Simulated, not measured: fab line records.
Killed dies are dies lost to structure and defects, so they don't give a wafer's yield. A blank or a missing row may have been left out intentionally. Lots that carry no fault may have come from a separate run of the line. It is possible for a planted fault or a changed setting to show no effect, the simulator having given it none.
Comparing a struck lot with a sound one + flow nand_harc + 40 out of 1302 route steps
Sound: these wafers, L719.3, L719.4, L719.6. The struck wafers were L727.2, L727.3, L727.5. The cause comes at the end.
Per side, at each step with rows, come the tool, then ch with its chambers, and then its first start. Under that, the readings that differ: sound wafers + struck wafers + difference of the means + sigmas: that difference in standard deviations of wafers without a fault.
alike: words and numbers the same on both sides, and readings whose means are apart by under 2 such deviations; not compared: readings that were withheld, readings missing a value for some wafer, numbers with overlapping values and no deviation given by the record, and bounds like >300 which may hide the same value.
The two part at a step that has a row with sigmas, a row that says differs or no value, or rows on one side only. Numbers that have no deviation but don't overlap get no sigmas and don't part them. Lack of a reading on every wafer of one side parts them only where that side has two or more wafers.

first, 3 steps without rows for these wafers: NHARC_A_CHANNEL_HOLE_D1_STRIP_41 (strips in N2/H2); NHARC_A_CHANNEL_HOLE_D1_STRIP_42 (strips in CF4/CHF3); NHARC_A_CHANNEL_HOLE_D1_STRIP_43 (strips in O2/COS).
NHARC_A_CHANNEL_HOLE_D1_ETCH_44: etches the open film in CF4/O2, target depth 140 nm, overetch 14 nm, time 77 s.
  sound on rie_diel-10 ch 0,3, day 10 07:19; struck on rie_diel-08 ch 0,2,3, day 13 15:45
| reading                     | sound       | struck      | difference | sigmas |
|-----------------------------|-------------|-------------|------------|--------|
| drypump_motor_current_A (A) | 5.6 5.4 5.4 | 6.1 6.4 6.2 | +0.8       | +2     |
  alike: oes_product_au, rf_vpp_V, showerhead_plenum_p_Torr, throttle_valve_pct
  not compared: rf_hours_counter_h
then, 3 steps without rows for these wafers: NHARC_A_CHANNEL_HOLE_D1_STRIP_27 (strips in O2); NHARC_A_CHANNEL_HOLE_D1_PRECLEAN_28 (cleans in SC1); NHARC_A_CHANNEL_HOLE_D1_SRD_29.
NHARC_A_CHANNEL_HOLE_D1_CD_MEAS_30:
  sound on cd_sem-01 at day 10 08:08; struck on cd_sem-01 at day 13 16:51
  alike: cd_nm
next, for these wafers, 1 step has no rows: NHARC_A_CHANNEL_HOLE_D1_XSEM_31.
NHARC_A_CHANNEL_HOLE_D1_INSPECT_40:
  sound on defect_inspect-02 at day 10 08:18; struck on defect_inspect-02 at day 13 17:02
  alike: raw_defect_count
then, 2 steps without rows for these wafers: NHARC_A_CHANNEL_FILL_D1_PRECLEAN_00 (cleans in SC1); NHARC_A_CHANNEL_FILL_D1_SRD_01.
NHARC_A_CHANNEL_FILL_D1_ALD_02: deposits SiO2, target thk 6 nm, pulse time 10 s, ald cycles 60.
  sound on ald_hk-04 ch 0,1,3, day 10 08:34; struck on ald_hk-04 ch 0,2,3, day 13 20:08
| reading    | sound    | struck   | difference | sigmas |
|------------|----------|----------|------------|--------|
| ald_cycles | 60 60 60 | 48 48 48 | -12        |        |
  alike: heater_power_w, precursor_pulse_height_rel
  not compared: since_wet_clean_h
NHARC_A_CHANNEL_FILL_D1_ALD_03: deposits SiNx, target thk 6 nm, pulse time 60 s, ald cycles 58.
  sound: ald_sin_batch-03 ch 0; struck: ald_sin_batch-02 ch 0
  alike: ald_cycles, precursor_pulse_height_rel
then, 7 steps without rows for these wafers: NHARC_A_CHANNEL_FILL_D1_ALD_14 (deposits SiO2, target thk 2.5 nm, pulse time 10 s, ald cycles 25); NHARC_A_CHANNEL_FILL_D1_ALD_15 (deposits SiNx, target thk 2 nm, pulse time 60 s, ald cycles 19); NHARC_A_CHANNEL_FILL_D1_ALD_16 (deposits SiO2, target thk 1.5 nm, pulse time 10 s, ald cycles 15); NHARC_A_CHANNEL_FILL_D1_ANNEAL_17 (time 1800 s); NHARC_A_CHANNEL_FILL_D1_CVD_18 (deposits poly-Si, target thk 3 nm); NHARC_A_CHANNEL_FILL_D1_ETCHBACK_19 (etches the open film in HBr/Cl2, target depth 5 nm, time 1.7 s); NHARC_A_CHANNEL_FILL_D1_ETCHBACK_20 (etches the open film in C4F8/O2/Ar, target depth 27 nm, time 13.5 s).
NHARC_A_CHANNEL_FILL_D1_STRIP_28: strips in O2, time 20 s.
  sound on rie_diel-13 ch 1,3, day 11 10:49; struck on rie_diel-12 ch 1,2,3, day 14 17:52
  alike: drypump_motor_current_A, oes_product_au, rf_vpp_V, showerhead_plenum_p_Torr, throttle_valve_pct
  not compared: rf_hours_counter_h
then, 5 steps without rows for these wafers: NHARC_A_CHANNEL_FILL_D1_PRECLEAN_21 (cleans in dHF, time 30 s); NHARC_A_CHANNEL_FILL_D1_SRD_23; NHARC_A_CHANNEL_FILL_D1_CVD_05 (deposits poly-Si, target thk 5 nm); NHARC_A_CHANNEL_FILL_D1_ANNEAL_22 (time 7200 s); NHARC_A_CHANNEL_FILL_D1_ALD_25 (deposits SiOx, target thk 60 nm, pulse time 10 s, ald cycles 600).
NHARC_A_CHANNEL_FILL_D1_ETCHBACK_08: etches the open film in C4F8, target depth 220 nm, time 110 s.
  sound: rie_diel-13 ch 2,3; struck: rie_diel-12 ch 1,2
  alike: oes_product_au, rf_vpp_V
  not compared: rf_hours_counter_h
NHARC_A_CHANNEL_FILL_D1_STRIP_29: strips in O2, time 20 s.
  sound: rie_diel-13 ch 1,2; struck: rie_diel-12 ch 1,3
  alike: drypump_motor_current_A, oes_product_au, rf_vpp_V, showerhead_plenum_p_Torr, throttle_valve_pct
  not compared: rf_hours_counter_h
then, 5 steps without rows for these wafers: NHARC_A_CHANNEL_FILL_D1_PRECLEAN_30 (cleans in dHF, time 30 s); NHARC_A_CHANNEL_FILL_D1_SRD_31; NHARC_A_CHANNEL_FILL_D1_CVD_09 (deposits poly-Si, target thk 150 nm, time 3000 s); NHARC_A_CHANNEL_FILL_D1_CMP_10 (polishes, target thk 150 nm); NHARC_A_CHANNEL_FILL_D1_SRD_12.
NHARC_A_CHANNEL_FILL_D1_INSPECT_13:
  sound on defect_inspect-01 at day 12 11:09; struck on defect_inspect-02 at day 15 18:13
  alike: raw_defect_count
then, 4 steps without rows for these wafers: NHARC_A_DECK1_JOINT_ETCHBACK_07 (etches the open film in HBr, target depth 105 nm, time 26.9 s); NHARC_A_DECK1_JOINT_ETCH_25 (etches SiO2 in dHF, target depth 0.5 nm); NHARC_A_DECK1_JOINT_ETCH_19 (etches poly-Si in TMAH, target depth 3 nm); NHARC_A_DECK1_JOINT_ETCH_18 (etches SiO2 in dHF, target depth 3 nm).
-- the record jumps here: 14 days lie between the struck wafers' starts before and after (it left off in module A_DECK1_JOINT and takes up again in module END, whose first step shown is number 1301 of the route) --
NHARC_END_WLT_00:
  sound on prober-02 at day 25 18:00; struck on prober-02 at day 29 07:12
| reading                           | sound             | struck            | difference | sigmas |
|-----------------------------------|-------------------|-------------------|------------|--------|
| VT_DECK1_BOTTOM                   | 0.881 0.877 0.875 | 0.864 0.870 0.857 | -0.014     | -2     |
| VT_DECK1_BOTTOM_INNER             | 0.875 0.887 0.879 | 0.867 0.859 0.855 | -0.020     | -3     |
| VT_DECK1_MEDIAN_NEAR_BOTTOM       | 0.880 0.877 0.876 | 0.861 0.860 0.862 | -0.017     | -2     |
| VT_DECK1_MEDIAN_NEAR_BOTTOM_INNER | 0.880 0.882 0.881 | 0.867 0.861 0.864 | -0.017     | -2     |
| VT_DECK1_MIDDLE                   | 0.891 0.884 0.895 | 0.871 0.874 0.874 | -0.017     | -3     |
| VT_DECK1_TOP                      | 0.909 0.905 0.914 | 0.879 0.883 0.881 | -0.028     | -5     |
| VT_DECK1_TOP_INNER                | 0.900 0.897 0.906 | 0.882 0.877 0.880 | -0.021     | -3     |
  alike: VT_DECK1_MIDDLE_INNER, VT_DECK2_BOTTOM, VT_DECK2_BOTTOM_INNER, VT_DECK2_MEDIAN_NEAR_BOTTOM, VT_DECK2_MEDIAN_NEAR_BOTTOM_INNER, VT_DECK2_MIDDLE, VT_DECK2_MIDDLE_INNER, VT_DECK2_TOP, VT_DECK2_TOP_INNER

## WHERE THEY PART
First at NHARC_A_CHANNEL_HOLE_D1_ETCH_44; last, within this record, at NHARC_END_WLT_00.

WHY: the cause the simulator had injected
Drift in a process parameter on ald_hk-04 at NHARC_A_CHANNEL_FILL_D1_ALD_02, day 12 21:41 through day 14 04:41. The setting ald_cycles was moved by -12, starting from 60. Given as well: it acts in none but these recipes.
